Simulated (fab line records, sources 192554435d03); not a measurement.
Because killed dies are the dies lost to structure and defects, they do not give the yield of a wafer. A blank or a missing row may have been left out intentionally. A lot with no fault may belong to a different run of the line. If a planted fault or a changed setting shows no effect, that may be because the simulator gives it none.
fab line records	flow n5-finfet
record lots=10	wafers=30	last-day=18
route steps=1938 shown BEOL_M4@1105 BEOL_M5@1116 PASSIVATION@1936
lots untouched by any fault: they come from a run of this same line in which no faults occurred
start-h: hours from the record's first day to the start of the lot's first wafer shown	wait-h: time in hours since the lot's previous step	" identical to the entry in the row above	L1.1+2: one row covering several wafers at once	- value missing, or start not given	* or withheld: withheld	< > ~ a bound
route shown NAME@n: a module of which the file shows steps, and the number in the route of the first	usual: mean and standard deviation over wafers with no fault	same: alike in all rows	chamber/n: place in a boat	sites: each site's reading	_std_site: standard deviation of those values	_edge_site: mean of outer sites minus mean of inner sites	radius-mm: how far each site lies from the wafer's centre	mask NAME#n: copy n	behind: tool/chamber where the wafer was last shaped	hold: what put the lot on hold/how long, in hours/how the hold closed	device: whichever transistor did not switch (one of n, p or np)	end of line: the same wafers' tests at the end of the route	a step given without rows: its recipe and nothing more	killed: at the first sort, the dies lost to defects and structure; wafer yield is something else	map: per-die view of a wafer (x killed, . not killed, _ where there is no die)
set.NAME: the setting as run; set.NAME@STEP: as run at that earlier step	model.NAME: the simulator's own value behind a step, which no gauge read
route steps across a sampled set of lots; one table per step, one row per wafer
services: a tool's chamber out of use, with start hour (start-h, from the record's first day; less than 0 if before it), hours out, and reason
## steps
# step N5_BEOL_M4_PRE_CLEAN_60
# recipe gas=NH3/H2	time-s=15	temp-c=*	rf-power-w=300
# usual heater-power-w=93/26	susceptor-temp-C=*
# same time-s=15
lot.wafer	tool	chamber	start-h	wait-h	heater-power-w	susceptor-temp-C
L373.1	cvd-co-02	0	197.69	0.1	59	*
L373.3	"	1	"	"	132	*
L373.6	"	0	"	"	60	*
L374.1	cvd-co-02	2	198.02	0.0	92	*
L374.3	"	1	"	"	129	*
L374.5	"	2	"	"	92	*
L382.3	cvd-co-01	2	250.94	0.0	86	*
L382.5	"	1	"	"	70	*
L382.6	"	2	"	"	85	*
L383.1	cvd-co-02	0	258.05	0.0	59	*
L383.2	"	2	"	"	92	*
L383.5	"	0	"	"	60	*
L386.2	cvd-co-02	2	260.37	0.2	92	*
L386.4	"	0	"	"	60	*
L386.6	"	2	"	"	90	*
L388.2	cvd-co-01	2	269.53	0.0	84	*
L388.4	"	2	"	"	84	*
L388.6	"	0	"	"	129	*
L389.2	cvd-co-02	1	283.31	0.0	131	*
L389.5	"	0	"	"	60	*
L389.6	"	1	"	"	132	*
L391.4	cvd-co-01	2	302.59	0.1	81	*
L391.5	"	1	"	"	68	*
L391.6	"	0	"	"	132	*
L392.1	cvd-co-01	0	303.27	0.0	129	*
L392.5	"	1	"	"	70	*
L392.6	"	2	"	"	84	*
L393.1	cvd-co-02	1	327.04	0.0	130	*
L393.2	"	0	"	"	61	*
L393.3	"	2	"	"	92	*
# step N5_BEOL_M5_HM_DEP_02
# recipe material=TiN	target-thk-a=200	temp-c=25	chamber-pressure-pa=0.49996
# usual susceptor-temp-C=25.00/0.11	throttle-valve-pct=30.5/0.91
lot.wafer	tool	chamber	start-h	wait-h	susceptor-temp-C	throttle-valve-pct
L373.1	pvd-sputter-02	-	200.38	0.8	25.33	30.4
L373.3	"	-	"	"	24.97	30.5
L373.6	"	-	"	"	25.22	30.6
L374.1	pvd-sputter-02	-	200.56	0.5	24.90	30.5
L374.3	"	-	"	"	24.80	30.0
L374.5	"	-	"	"	24.97	30.4
L382.3	pvd-sputter-02	-	254.35	1.5	25.12	30.7
L382.5	"	-	"	"	24.83	29.8
L382.6	"	-	"	"	24.86	30.6
L383.1	pvd-sputter-02	-	260.75	0.8	24.83	30.4
L383.2	"	-	"	"	24.90	30.0
L383.5	"	-	"	"	24.99	30.5
L386.2	pvd-sputter-03	-	265.42	3.2	24.97	29.1
L386.4	"	-	"	"	24.99	31.2
L386.6	"	-	"	"	24.95	31.4
L388.2	pvd-sputter-01	-	272.45	1.0	24.94	31.8
L388.4	"	-	"	"	24.86	31.4
L388.6	"	-	"	"	24.80	31.7
L389.2	pvd-sputter-01	-	285.84	0.7	24.97	30.3
L389.5	"	-	"	"	25.03	31.0
L389.6	"	-	"	"	24.92	30.6
L391.4	pvd-sputter-03	-	306.43	1.9	25.16	31.1
L391.5	"	-	"	"	25.03	29.8
L391.6	"	-	"	"	24.98	31.9
L392.1	pvd-sputter-03	-	306.53	1.1	25.12	32.2
L392.5	"	-	"	"	25.11	31.2
L392.6	"	-	"	"	25.16	28.9
L393.1	pvd-sputter-01	-	331.09	2.2	25.02	30.0
L393.2	"	-	"	"	24.90	30.5
L393.3	"	-	"	"	25.16	31.1
# step N5_BEOL_M5_CD_MEAS_11
# recipe target-cd-nm=27.74	landing-energy-ev=500	detector=se-inlens
# usual cd-nm=28.03/0.27
lot.wafer	tool	chamber	start-h	wait-h	cd-nm
L373.1	cd-sem-02	0	200.77	-	28.09
L373.3	"	0	"	"	28.07
L373.6	"	0	"	"	27.75
L374.1	cd-sem-02	0	200.95	-	28.05
L374.3	"	0	"	"	27.58
L374.5	"	0	"	"	27.61
L382.3	cd-sem-03	0	254.74	-	28.12
L382.5	"	0	"	"	27.86
L382.6	"	0	"	"	27.45
L383.1	cd-sem-02	0	261.14	-	28.19
L383.2	"	0	"	"	28.01
L383.5	"	0	"	"	27.78
L386.2	cd-sem-03	0	265.83	-	28.37
L386.4	"	0	"	"	28.31
L386.6	"	0	"	"	28.12
L388.2	cd-sem-03	0	272.97	-	28.08
L388.4	"	0	"	"	28.01
L388.6	"	0	"	"	28.19
L389.2	cd-sem-03	0	286.35	-	28.01
L389.5	"	0	"	"	27.95
L389.6	"	0	"	"	28.13
L391.4	cd-sem-03	0	306.95	-	27.90
L391.5	"	0	"	"	27.13
L391.6	"	0	"	"	27.53
L392.1	cd-sem-03	0	307.12	-	27.84
L392.5	"	0	"	"	27.87
L392.6	"	0	"	"	27.85
L393.1	cd-sem-02	0	331.61	-	28.03
L393.2	"	0	"	"	28.07
L393.3	"	0	"	"	28.27
# step N5_BEOL_M5_INSPECT_13
# recipe mode=adi	inspect-instrument=brightfield
# usual raw-defect-count=411/79
lot.wafer	tool	chamber	start-h	wait-h	raw-defect-count
L373.1	defect-inspect-02	-	200.86	0.1	429
L373.3	"	-	"	"	605
L373.6	"	-	"	"	475
L374.1	defect-inspect-02	-	201.03	0.1	396
L374.3	"	-	"	"	427
L374.5	"	-	"	"	423
L382.3	defect-inspect-01	-	254.83	0.0	362
L382.5	"	-	"	"	391
L382.6	"	-	"	"	659
L383.1	defect-inspect-01	-	261.23	0.1	710
L383.2	"	-	"	"	342
L383.5	"	-	"	"	415
L386.2	defect-inspect-01	-	265.91	0.0	426
L386.4	"	-	"	"	288
L386.6	"	-	"	"	398
L388.2	defect-inspect-02	-	273.05	0.0	343
L388.4	"	-	"	"	271
L388.6	"	-	"	"	296
L389.2	defect-inspect-01	-	286.44	0.0	309
L389.5	"	-	"	"	294
L389.6	"	-	"	"	338
L391.4	defect-inspect-01	-	307.03	0.0	494
L391.5	"	-	"	"	387
L391.6	"	-	"	"	457
L392.1	defect-inspect-02	-	307.21	0.1	569
L392.5	"	-	"	"	432
L392.6	"	-	"	"	402
L393.1	defect-inspect-02	-	331.70	0.1	347
L393.2	"	-	"	"	278
L393.3	"	-	"	"	359
# step N5_BEOL_M5_ETCH_72
# recipe chemistry=N2/H2	target=underlayer	target-depth-a=65	mask-material=CAR-EUV	time-s=5.2	ion-energy-ev=200	pressure-mtorr=30	source-w=840	bias-w=150	n2-flow-sccm=200	h2-flow-sccm=200	ends=cleared
# usual drypump-motor-current-A=5.5/0.45	etch-rf-on-time-s=5.22/0.15	h2-flow-sccm=200.1/0.6	oes-product-au=0.67/0.069	rf-vpp-V=522.9/2.3	showerhead-plenum-p-Torr=2.51/0.083	throttle-valve-pct=17.9/0.31
lot.wafer	tool	chamber	start-h	wait-h	drypump-motor-current-A	etch-rf-on-time-s	h2-flow-sccm	oes-product-au	rf-hours-counter-h	rf-vpp-V	showerhead-plenum-p-Torr	throttle-valve-pct
L373.1	rie-diel-06	3	200.93	0.0	5.3	5.09	199.6	0.64	174	520.6	2.43	18.3
L373.3	"	0	"	"	5.3	5.23	200.0	0.72	64	520.7	2.48	18.1
L373.6	"	2	"	"	4.8	5.43	200.2	0.78	-	525.5	2.61	17.5
L374.1	rie-diel-06	3	201.15	0.0	5.3	5.09	199.0	0.63	174	520.8	2.43	18.3
L374.3	"	0	"	"	5.3	5.25	199.6	0.70	64	520.8	2.48	18.1
L374.5	"	2	"	"	4.8	5.42	199.8	0.78	-	526.8	2.61	17.6
L382.3	rie-diel-06	2	254.90	0.0	4.8	5.38	199.9	0.75	23	523.9	2.60	17.6
L382.5	"	2	"	"	4.8	5.38	199.7	0.75	-	526.2	2.60	17.6
L382.6	"	3	"	"	5.3	5.01	199.5	0.63	-	519.8	2.42	18.3
L383.1	rie-diel-02	2	261.29	0.0	5.8	5.47	200.3	0.55	249	523.7	2.52	17.8
L383.2	"	3	"	"	5.0	5.05	200.8	0.65	152	521.8	2.42	18.2
L383.5	"	3	"	"	5.0	5.09	200.6	0.64	-	520.9	2.42	18.2
L386.2	rie-diel-02	1	265.98	0.0	5.9	5.16	201.0	0.68	94	521.6	2.45	17.5
L386.4	"	3	"	"	5.1	5.07	200.4	0.64	-	518.1	2.42	18.2
L386.6	"	0	"	"	6.0	5.17	199.9	0.63	-	521.8	2.50	18.1
L388.2	rie-diel-06	1	273.12	0.0	5.1	5.34	200.5	0.77	12	525.3	2.73	17.7
L388.4	"	3	"	"	5.3	5.03	199.6	0.62	202	520.7	2.42	18.3
L388.6	"	1	"	"	5.2	5.30	199.5	0.78	-	525.7	2.73	17.7
L389.2	rie-diel-02	0	286.90	0.0	5.9	5.15	200.0	0.62	208	522.9	2.49	18.2
L389.5	"	1	"	"	5.9	5.12	200.8	0.70	-	521.6	2.45	17.5
L389.6	"	0	"	"	5.9	5.16	199.7	0.61	-	520.9	2.49	18.2
L391.4	rie-diel-04	0	307.49	0.0	5.6	5.26	199.8	0.73	32	525.1	2.49	18.0
L391.5	"	2	"	"	6.1	5.18	200.7	0.83	-	525.4	2.63	18.0
L391.6	"	1	"	"	6.5	5.27	199.2	0.64	-	522.3	2.54	17.6
L392.1	rie-diel-02	0	307.76	0.0	6.0	5.19	201.0	0.61	215	523.0	2.49	18.2
L392.5	"	3	"	"	5.1	5.02	200.3	0.64	-	522.3	2.42	18.2
L392.6	"	0	"	"	6.0	5.15	200.2	0.62	-	522.1	2.49	18.2
L393.1	rie-diel-02	2	331.76	0.0	5.8	5.21	199.8	0.77	15	524.1	2.51	17.5
L393.2	"	0	"	"	6.0	5.05	200.5	0.62	224	523.0	2.49	18.2
L393.3	"	1	"	"	5.9	4.98	200.7	0.69	117	520.6	2.44	17.6
# step N5_BEOL_M5_INSPECT_30
# recipe mode=adi	inspect-instrument=brightfield
# usual raw-defect-count=413/78
lot.wafer	tool	chamber	start-h	wait-h	raw-defect-count
L374.1	defect-inspect-02	-	202.09	0.1	376
L374.3	"	-	"	"	442
L374.5	"	-	"	"	425
L373.1	defect-inspect-02	-	202.27	0.1	413
L373.3	"	-	"	"	615
L373.6	"	-	"	"	472
L382.3	defect-inspect-02	-	257.68	0.0	365
L382.5	"	-	"	"	411
L382.6	"	-	"	"	680
L383.1	defect-inspect-02	-	265.12	0.1	737
L383.2	"	-	"	"	363
L383.5	"	-	"	"	453
L386.2	defect-inspect-01	-	271.86	0.0	384
L386.4	"	-	"	"	284
L386.6	"	-	"	"	406
L388.2	defect-inspect-01	-	274.22	0.0	298
L388.4	"	-	"	"	255
L388.6	"	-	"	"	258
L389.2	defect-inspect-01	-	287.95	0.0	312
L389.5	"	-	"	"	306
L389.6	"	-	"	"	347
L391.4	defect-inspect-01	-	308.62	0.0	487
L391.5	"	-	"	"	395
L391.6	"	-	"	"	451
L392.1	defect-inspect-02	-	309.64	0.1	592
L392.5	"	-	"	"	428
L392.6	"	-	"	"	430
L393.1	defect-inspect-02	-	335.10	0.1	338
L393.2	"	-	"	"	281
L393.3	"	-	"	"	369
# step N5_PASSIVATION_PROBE_49
# usual defect-limited-yield=90.5/1.7	killed_at_M0_to_M3=37/12	killed_at_M4_up=14/5.2	killed-at-contacts=12/5.9	killed-at-front-end=45/14	killed-at-other=3.5/2.8	killed-dies=112/21	killed-on-rim=15/4.5	killed-open=73/15	killed-short=36/8.9	sort_bin_4_leakage=0.00/0.007	sort_bin_5_function=5.6/1.2	sort_bin_6_memory=3.5/0.68	sort_bin_8_speed=0.01/0.1	sort-n-pass=1068/21	sort-yield-pct=90.5/1.8
# same gross-dies=1180	killed-at-back-side=0
lot.wafer	tool	chamber	start-h	wait-h	defect-limited-yield[%]	killed_at_M0_to_M3	killed_at_M4_up	killed-at-contacts	killed-at-front-end	killed-at-other	killed-dies	killed-on-rim	killed-open	killed-short	sort_bin_4_leakage[%]	sort_bin_5_function[%]	sort_bin_6_memory[%]	sort_bin_8_speed[%]	sort-n-pass	sort-yield-pct[%]
L373.1	prober-01	-	308.17	0.1	92.2	25	14	17	31	5	92	14	61	29	0	5.7	2.0	0	1088	92.2
L373.3	prober-01	-	308.27	0.2	91.7	26	5	11	53	3	98	16	64	33	0	4.2	3.6	0	1082	91.7
L373.6	prober-01	-	308.42	0.3	91.3	29	16	13	43	2	103	18	63	39	0	5.7	2.8	0	1077	91.3
L382.3	prober-02	-	361.18	0.1	89.3	26	11	10	75	4	126	21	84	38	0	6.9	3.6	0	1054	89.3
L382.5	prober-02	-	361.28	0.2	89.4	40	19	13	49	4	125	14	92	31	0	6.4	3.9	0	1055	89.4
L382.6	prober-02	-	361.33	0.3	85.0	16	94	11	55	1	177	32	52	35	0	10.3	3.4	0	1003	85.0
L383.1	prober-02	-	371.75	0.0	85.1	20	106	14	33	3	176	27	57	31	0	9.0	4.3	0	1004	85.1
L383.2	prober-02	-	371.80	0.1	93.1	30	6	6	37	2	81	12	50	29	0	4.2	2.4	0	1099	93.1
L383.5	prober-02	-	371.95	0.2	91.9	42	11	13	28	2	96	14	59	31	0	5.2	2.8	0	1084	91.9
L386.2	prober-02	-	374.91	0.1	88.6	53	15	25	37	5	135	21	97	35	0	6.5	4.6	0	1045	88.6
L386.4	prober-02	-	375.01	0.2	86.7	66	17	25	45	4	157	18	97	55	0	8.3	4.5	0.08	1023	86.7
L386.6	prober-02	-	375.11	0.3	86.9	70	9	24	49	2	154	25	98	48	0	7.3	4.8	0	1026	86.9
L388.2	prober-01	-	379.66	0.4	89.2	27	27	18	53	2	127	19	83	41	0	6.8	3.8	0	1053	89.2
L388.4	prober-01	-	379.76	0.5	89.5	28	17	17	60	2	124	15	75	44	0	6.2	3.7	0	1056	89.5
L388.6	prober-01	-	379.86	0.6	89.1	63	8	17	40	1	129	9	82	45	0	7.0	3.4	0	1051	89.1
# killed by level:class
L373.1 MOL_CONTACT_COAG:geometric-particle:open=15 FIN_SAQP:geometric-particle:open=9 FIN_SAQP:geometric-particle:short=8 BEOL_M0_SAQP:geometric-particle:open=6 STI_FIN_REVEAL:geometric-particle:open=6 BEOL_M0_SAQP:geometric-particle:short=6 BEOL_M3:geometric-particle:open=6 BEOL_M4:geometric-particle:open=6
L373.3 FIN_SAQP:geometric-particle:short=9 FIN_SAQP:geometric-particle:open=9 MOL_CONTACT_COAG:geometric-particle:open=9 GATE_CUT:geometric-particle:short=8 BEOL_M1:geometric-particle:open=8 STI_FIN_REVEAL:geometric-particle:open=6 GATE_CUT:geometric-particle:open=5 BEOL_M0_SAQP:geometric-particle:open=5
L373.6 STI_FIN_REVEAL:geometric-particle:open=14 MOL_CONTACT_COAG:geometric-particle:open=9 BEOL_M3:geometric-particle:open=8 BEOL_M0_SAQP:geometric-particle:short=7 FIN_SAQP:geometric-particle:short=6 FIN_SAQP:geometric-particle:open=5 BEOL_M2:geometric-particle:open=5 BEOL_M4:geometric-particle:short=5
L382.3 STI_FIN_REVEAL:geometric-particle:open=23 GATE_CUT:geometric-particle:short=11 FIN_SAQP:geometric-particle:open=9 BEOL_M2:geometric-particle:open=9 MOL_CONTACT_COAG:geometric-particle:open=8 BEOL_M0_SAQP:geometric-particle:open=7 FIN_SAQP:geometric-particle:short=6 GATE_CUT:geometric-particle:open=6
L382.5 BEOL_M2:geometric-particle:open=20 MOL_CONTACT_COAG:geometric-particle:open=11 BEOL_M0_SAQP:geometric-particle:open=10 FIN_SAQP:geometric-particle:open=9 FIN_SAQP:geometric-particle:short=9 BEOL_M4:geometric-particle:open=9 STI_FIN_REVEAL:geometric-particle:open=5 DUMMY_GATE:geometric-particle:open=4
L382.6 BEOL_M5:unspecified=87 STI_FIN_REVEAL:geometric-particle:open=11 MOL_CONTACT_COAG:geometric-particle:open=10 FIN_SAQP:geometric-particle:short=8 GATE_CUT:geometric-particle:short=7 GATE_CUT:geometric-particle:open=6 FIN_SAQP:geometric-particle:open=5 STARTING-WAFER:geometric-particle:open=5
L383.1 BEOL_M5:unspecified=88 STI_FIN_REVEAL:geometric-particle:open=9 MOL_CONTACT_COAG:geometric-particle:open=8 BEOL_M3:geometric-particle:open=8 FIN_SAQP:geometric-particle:open=7 GATE_CUT:geometric-particle:short=7 MOL_CONTACT_COAG:geometric-particle:short=6 FIN_SAQP:geometric-particle:short=4
L383.2 STI_FIN_REVEAL:geometric-particle:open=11 BEOL_M3:geometric-particle:open=8 BEOL_M2:geometric-particle:open=6 FIN_SAQP:geometric-particle:short=5 MOL_CONTACT_COAG:geometric-particle:open=5 BEOL_M0_SAQP:geometric-particle:short=5 BEOL_M3:geometric-particle:short=5 DUMMY_GATE:geometric-particle:open=4
L383.5 MOL_CONTACT_COAG:geometric-particle:open=10 BEOL_M1:geometric-particle:open=8 FIN_SAQP:geometric-particle:short=7 BEOL_M3:geometric-particle:open=7 BEOL_M2:geometric-particle:open=7 BEOL_M0_SAQP:geometric-particle:open=6 BEOL_M0_SAQP:geometric-particle:short=4 STI_FIN_REVEAL:geometric-particle:open=3
L386.2 MOL_CONTACT_COAG:geometric-particle:open=20 BEOL_M0_SAQP:geometric-particle:short=16 STI_FIN_REVEAL:geometric-particle:open=11 BEOL_M0_SAQP:geometric-particle:open=11 BEOL_M3:geometric-particle:open=9 FIN_SAQP:geometric-particle:open=7 BEOL_M1:geometric-particle:open=7 BEOL_M4:geometric-particle:open=7
L386.4 MOL_CONTACT_COAG:geometric-particle:open=21 BEOL_M0_SAQP:geometric-particle:short=15 BEOL_M3:geometric-particle:open=13 FIN_SAQP:geometric-particle:short=12 FIN_SAQP:geometric-particle:open=12 BEOL_M2:geometric-particle:open=10 BEOL_M0_SAQP:geometric-particle:open=9 BEOL_M4:geometric-particle:open=9
L386.6 MOL_CONTACT_COAG:geometric-particle:open=18 BEOL_M3:geometric-particle:open=14 BEOL_M0_SAQP:geometric-particle:open=13 FIN_SAQP:geometric-particle:short=12 FIN_SAQP:geometric-particle:open=12 BEOL_M0:geometric-particle:open=12 BEOL_M0_SAQP:geometric-particle:short=7 HKMG_FIN:area-etch=7
L388.2 STI_FIN_REVEAL:geometric-particle:open=16 MOL_CONTACT_COAG:geometric-particle:open=13 BEOL_M4:geometric-particle:open=13 DUMMY_GATE:geometric-particle:open=9 FIN_SAQP:geometric-particle:short=8 MOL_CONTACT_COAG:geometric-particle:short=5 BEOL_M1:geometric-particle:open=5 BEOL_M5:geometric-particle:open=5
L388.4 FIN_SAQP:geometric-particle:open=12 MOL_CONTACT_COAG:geometric-particle:open=12 BEOL_M4:geometric-particle:open=7 FIN_SAQP:geometric-particle:short=6 BEOL_M0_SAQP:geometric-particle:short=6 STI_FIN_REVEAL:geometric-particle:open=5 MOL_CONTACT_COAG:geometric-particle:short=5 BEOL_M4:geometric-particle:short=5
L388.6 BEOL_M0_SAQP:geometric-particle:open=27 BEOL_M0_SAQP:geometric-particle:short=17 MOL_CONTACT_COAG:geometric-particle:open=13 FIN_SAQP:geometric-particle:short=12 FIN_SAQP:geometric-particle:open=10 BEOL_M1:geometric-particle:open=5 STARTING-WAFER:geometric-particle:open=5 STI_FIN_REVEAL:geometric-particle:open=4
## services
tool	chamber	start-h	hours	kind
rie-diel-02	1	177.11	5.9	repair
rie-diel-06	1	184.00	81.3	repair
rie-diel-04	0	186.86	-	clean
rie-diel-04	0	186.86	-	consumable-replace:focus-ring
rie-diel-04	0	186.86	14.6	scheduled-down
rie-diel-04	0	186.86	14.6	vent-cycle
rie-diel-02	3	191.84	6.5	repair
rie-diel-04	2	198.53	2.8	repair
rie-diel-06	2	218.19	13.6	repair
rie-diel-06	0	220.16	6.2	repair
rie-diel-02	3	243.66	9.1	repair
rie-diel-02	2	249.10	3.6	repair
rie-diel-02	2	265.88	-	clean
rie-diel-02	2	265.88	-	consumable-replace:focus-ring
rie-diel-02	2	265.88	14.2	scheduled-down
rie-diel-02	2	265.88	14.2	vent-cycle
rie-diel-06	-	266.11	2.8	pm
rie-diel-04	0	266.58	4.5	repair
rie-diel-04	2	276.19	-	clean
rie-diel-04	2	276.19	-	consumable-replace:focus-ring
rie-diel-04	2	276.19	25.5	scheduled-down
pvd-sputter-02	-	288.91	7.9	repair
pvd-sputter-02	-	303.50	6.2	repair
rie-diel-06	3	330.98	3.6	repair
## key
first-sign step=N5_BEOL_M5_INSPECT_13	reading=raw-defect-count	direction=up	sigmas=3.4	usual=411	struck=684
effect step=N5_BEOL_M5_INSPECT_30	reading=raw-defect-count	direction=up	sigmas=3.8	usual=413	struck=708
effect step=N5_PASSIVATION_PROBE_49	reading=killed_at_M4_up	direction=up	sigmas=17	usual=14	struck=100
more-kills-born-at N5_BEOL_M5_HM_DEP_02@pvd-sputter-02=175
met-at N5_BEOL_M5_HM_DEP_02
struck-lots L382,L383
struck-wafers L382.6,L383.1
not-acting-at N5_BEOL_M4_PRE_CLEAN_60,N5_BEOL_M5_CD_MEAS_11,N5_BEOL_M5_ETCH_72
onset-between 200.56 254.35
fault kind=chamber-particle-source	tool=pvd-sputter-02	chamber=-	onset-h=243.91	steps=N5_BEOL_M5_HM_DEP_02	rate-per-visit-cm2=0.55494	end-h=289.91	scope=struck-wafers-only
